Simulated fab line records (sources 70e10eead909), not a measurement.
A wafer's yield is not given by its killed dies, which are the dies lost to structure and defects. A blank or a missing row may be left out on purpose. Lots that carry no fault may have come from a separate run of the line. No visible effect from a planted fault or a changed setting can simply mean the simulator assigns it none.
Matching of chambers / flow nand-harc / NHARC_A_ZERO_WELL_ETCH_19 on rie-diel-13: 4 sister chambers
The step etches the open film in N2/H2, target depth 80 nm, overetch 24 nm, time 87.88 s. 8 wafers are shown with their chamber, then 9 later ones without.

WAFERS WITH THEIR CHAMBER
wafer=L495.5; chamber=0; rf-vpp-V (V)=432.5; throttle-valve-pct (%)=14.169
wafer=L502.2; chamber=1; rf-vpp-V (V)=434.6; throttle-valve-pct (%)=14.164
wafer=L503.1; chamber=1; rf-vpp-V (V)=433.9; throttle-valve-pct (%)=14.169
wafer=L503.4; chamber=2; rf-vpp-V (V)=428.2; throttle-valve-pct (%)=14.188
wafer=L503.5; chamber=3; rf-vpp-V (V)=434.4; throttle-valve-pct (%)=14.173
wafer=L506.1; chamber=2; rf-vpp-V (V)=430.4; throttle-valve-pct (%)=14.183
wafer=L506.2; chamber=3; rf-vpp-V (V)=436.0; throttle-valve-pct (%)=14.160
wafer=L506.4; chamber=0; rf-vpp-V (V)=431.8; throttle-valve-pct (%)=14.169

WAFERS WHOSE CHAMBER IS MISSING
wafer=L507.2; rf-vpp-V (V)=433.9; throttle-valve-pct (%)=14.143
wafer=L507.4; rf-vpp-V (V)=433.9; throttle-valve-pct (%)=14.188
wafer=L507.6; rf-vpp-V (V)=434.0; throttle-valve-pct (%)=14.157
wafer=L508.1; rf-vpp-V (V)=431.5; throttle-valve-pct (%)=14.174
wafer=L508.2; rf-vpp-V (V)=434.7; throttle-valve-pct (%)=14.192
wafer=L508.5; rf-vpp-V (V)=434.9; throttle-valve-pct (%)=14.162
wafer=L509.1; rf-vpp-V (V)=429.7; throttle-valve-pct (%)=14.167
wafer=L509.4; rf-vpp-V (V)=433.3; throttle-valve-pct (%)=14.167
wafer=L509.5; rf-vpp-V (V)=436.4; throttle-valve-pct (%)=14.166

WHICH CHAMBER EACH WENT THROUGH
wafer=L507.2; from the rows above=can't be placed: 1 or 3 or 0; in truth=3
wafer=L507.4; from the rows above=can't be placed: 0 or 1 or 3 or 2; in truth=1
wafer=L507.6; from the rows above=can't be placed: 1 or 3 or 0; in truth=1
wafer=L508.1; from the rows above=can't be placed: 0 or 1 or 2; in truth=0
wafer=L508.2; from the rows above=can't be placed: 1 or 3 or 0 or 2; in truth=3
wafer=L508.5; from the rows above=can't be placed: 3 or 1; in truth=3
wafer=L509.1; from the rows above=can't be placed: 0 or 2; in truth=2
wafer=L509.4; from the rows above=can't be placed: 1 or 0 or 3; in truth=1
wafer=L509.5; from the rows above=can't be placed: 3 or 1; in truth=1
0 of 9 placed correctly. Cannot be placed on the basis of these rows: 9; the candidates contain the true chamber in 9. Number placed wrongly: 0.
How it was worked out, from the rows above alone: a wafer's distance from a chamber is the root of the sum, over the readings, of the square of ((its reading less the chamber's mean) divided by the reading's scatter). If the next closest chamber is less than 2 further off than the closest, the wafer can't be placed; otherwise it belongs to the closest. A chamber's mean is the mean of its shown wafers. How the scatter is found: for the shown wafers, subtract from each reading the mean of its chamber, square and add these, divide the total by (wafers less chambers), then take the root.
